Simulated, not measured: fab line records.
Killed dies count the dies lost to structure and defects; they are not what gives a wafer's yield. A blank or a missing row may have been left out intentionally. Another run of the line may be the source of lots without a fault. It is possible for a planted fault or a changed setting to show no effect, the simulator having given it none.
The tool behind it: which one? -- flow n5_finfet -- 24 lots, 72 wafers sampled, at 3 steps of a route of 1938

== WHAT THE GAUGES SHOWED, per wafer ==
N5_BEOL_M3_THK_MEAS_53: measures by xrf.
lot,measured,on,M3_THK (nm)
L074,day 7 08:36,film_metro-02,36.1 37.3 39.2
L075,day 7 22:11,film_metro-01,40.0 42.1 41.6
L076,day 8 10:41,film_metro-01,39.3 41.9 40.6
L077,day 8 11:09,film_metro-02,37.5 40.1 38.7
L078,day 8 20:37,film_metro-01,37.5 39.3 40.8
L079,day 8 21:06,film_metro-01,40.4 39.4 42.6
L080,day 9 01:37,film_metro-02,37.3 38.2 39.4
L081,day 9 03:32,film_metro-02,37.3 40.5 38.6
L082,day 9 08:03,film_metro-02,38.8 38.9 39.5
L083,day 9 22:41,film_metro-02,41.9 41.7 43.3
L084,day 10 11:01,film_metro-01,37.7 39.4 40.7
L086,day 10 12:25,film_metro-01,38.1 38.1 40.8
L085,day 10 15:43,film_metro-01,41.7 41.4 39.5
L088,day 10 21:41,film_metro-01,39.7 41.9 41.3
L087,day 11 04:13,film_metro-02,38.0 38.1 40.5
L089,day 11 07:57,film_metro-01,39.3 38.0 38.2
L090,day 11 14:23,film_metro-01,37.5 38.0 39.5
L092,day 11 17:02,film_metro-02,38.2 38.0 37.6
L091,day 12 01:44,film_metro-01,40.3 39.5 41.1
L093,day 12 07:56,film_metro-02,38.5 41.4 39.5
L094,day 12 08:25,film_metro-01,40.5 41.6 40.3
L095,day 13 00:17,film_metro-02,38.6 37.5 40.2
L096,day 13 03:56,film_metro-02,41.9 40.5 39.4
L097,day 13 09:23,film_metro-02,40.3 40.3 42.4

N5_BEOL_M3_RS_MEAS_58: measures by four-point-probe.
lot,measured,on,M3_RS (ohm/sq)
L074,day 7 08:52,film_metro-02,0.77 0.73 0.69
L075,day 7 22:26,film_metro-01,0.66 0.62 0.63
L076,day 8 10:59,film_metro-02,0.68 0.63 0.66
L077,day 8 11:25,film_metro-02,0.72 0.66 0.69
L078,day 8 20:52,film_metro-02,0.73 0.69 0.65
L079,day 8 21:26,film_metro-02,0.67 0.69 0.63
L080,day 9 01:53,film_metro-02,0.73 0.70 0.68
L081,day 9 03:50,film_metro-02,0.73 0.66 0.70
L082,day 9 08:19,film_metro-01,0.70 0.69 0.68
L083,day 9 22:56,film_metro-02,0.62 0.63 0.60
L084,day 10 11:17,film_metro-02,0.72 0.68 0.66
L086,day 10 12:41,film_metro-01,0.71 0.71 0.65
L085,day 10 15:58,film_metro-01,0.63 0.63 0.68
L088,day 10 21:56,film_metro-02,0.67 0.63 0.64
L087,day 11 04:29,film_metro-01,0.70 0.70 0.65
L089,day 11 08:14,film_metro-01,0.69 0.72 0.71
L090,day 11 14:41,film_metro-01,0.73 0.72 0.68
L092,day 11 17:19,film_metro-01,0.70 0.71 0.71
L091,day 12 02:04,film_metro-01,0.66 0.68 0.65
L093,day 12 08:16,film_metro-01,0.71 0.64 0.68
L094,day 12 08:42,film_metro-02,0.66 0.63 0.66
L095,day 13 00:35,film_metro-02,0.70 0.72 0.66
L096,day 13 04:13,film_metro-01,0.64 0.66 0.69
L097,day 13 09:46,film_metro-01,0.66 0.66 0.62

== WHICH TOOL RAN EACH LOT (tool, then ch and the chambers of the sampled wafers, then the start) ==
lot,N5_BEOL_M3_SPUTTER_96
L074,"pvd_sputter-02, day 7 07:49"
L075,"pvd_sputter-02, day 7 21:23"
L076,"pvd_sputter-02, day 8 09:53"
L077,"pvd_sputter-03, day 8 10:20"
L078,"pvd_sputter-01, day 8 19:45"
L079,"pvd_sputter-03, day 8 20:19"
L080,"pvd_sputter-01, day 9 00:40"
L081,"pvd_sputter-03, day 9 02:23"
L082,"pvd_sputter-03, day 9 07:16"
L083,"pvd_sputter-03, day 9 21:49"
L084,"pvd_sputter-03, day 10 10:10"
L086,"pvd_sputter-02, day 10 11:37"
L085,"pvd_sputter-02, day 10 14:55"
L088,"pvd_sputter-02, day 10 20:19"
L087,"pvd_sputter-02, day 11 03:26"
L089,"pvd_sputter-02, day 11 07:09"
L090,"pvd_sputter-03, day 11 13:35"
L092,"pvd_sputter-01, day 11 16:15"
L091,"pvd_sputter-03, day 12 00:40"
L093,"pvd_sputter-03, day 12 07:08"
L094,"pvd_sputter-02, day 12 07:20"
L095,"pvd_sputter-03, day 12 23:29"
L096,"pvd_sputter-01, day 13 03:08"
L097,"pvd_sputter-01, day 13 08:34"
- N5_BEOL_M3_SPUTTER_96: material Cu, target thk 4.5 nm, time 8.29 s.

== AS READ BY THE TOOLS THEMSELVES (means over the sampled wafers that have a number; for cases with no such wafer, the mark the record gives instead) ==
N5_BEOL_M3_SPUTTER_96.
lot,tool,chuck_sensor_temp_C (C),substrate_temp_c (C),throttle_valve_pct (%)
L074,pvd_sputter-02,-16.1,-20.06,30.9
L075,pvd_sputter-02,-16.0,-20.02,30.8
L076,pvd_sputter-02,-16.2,-20.05,30.8
L077,pvd_sputter-03,-15.7,-20.07,28.6
L078,pvd_sputter-01,-16.0,-20.09,29.7
L079,pvd_sputter-03,-16.1,-20.01,28.4
L080,pvd_sputter-01,-16.2,-19.96,29.2
L081,pvd_sputter-03,-15.8,-20.05,29.3
L082,pvd_sputter-03,-15.8,-20.10,29.1
L083,pvd_sputter-03,-15.9,-19.99,29.2
L084,pvd_sputter-03,-16.0,-20.00,29.2
L086,pvd_sputter-02,-16.1,-19.92,30.9
L085,pvd_sputter-02,-16.1,-20.07,30.9
L088,pvd_sputter-02,-16.1,-19.93,30.8
L087,pvd_sputter-02,-16.3,-19.94,30.9
L089,pvd_sputter-02,-16.1,-19.97,31.0
L090,pvd_sputter-03,-15.9,-19.94,30.1
L092,pvd_sputter-01,-15.9,-20.03,30.5
L091,pvd_sputter-03,-15.9,-20.07,28.6
L093,pvd_sputter-03,-15.7,-20.02,28.6
L094,pvd_sputter-02,-16.2,-19.96,30.9
L095,pvd_sputter-03,-15.8,-20.11,29.2
L096,pvd_sputter-01,-16.0,-19.95,29.9
L097,pvd_sputter-01,-16.1,-19.86,29.9

== THE ANSWER, worked out from the rows above alone ==
Rule: the usual values come from the lots themselves. Put in order of their means at a reading, lots are off if they are a third of the lots or fewer, leave a main group of 4 or more, and stand apart from it by a gap of 3 or more times the standard deviation of the main group's means; of several such gaps the widest counts. A main group is skipped when, at the precision printed for the reading in the tables above, its means are all equal. A lot without any number at a reading at which 4 lots or more have one is off too. Any other lot the step has rows for is counted as sound. Order of review: gauges by route order, followed by the tools' own readings, for which a lot's mean as printed above is used. The first step at which some lot is off is used, and at that step the reading that is off furthest; a lot without a number counts as furthest.
None of the lots is off at any reading shown; this tells nothing.

== WHAT THE SIMULATOR PUT IN ==
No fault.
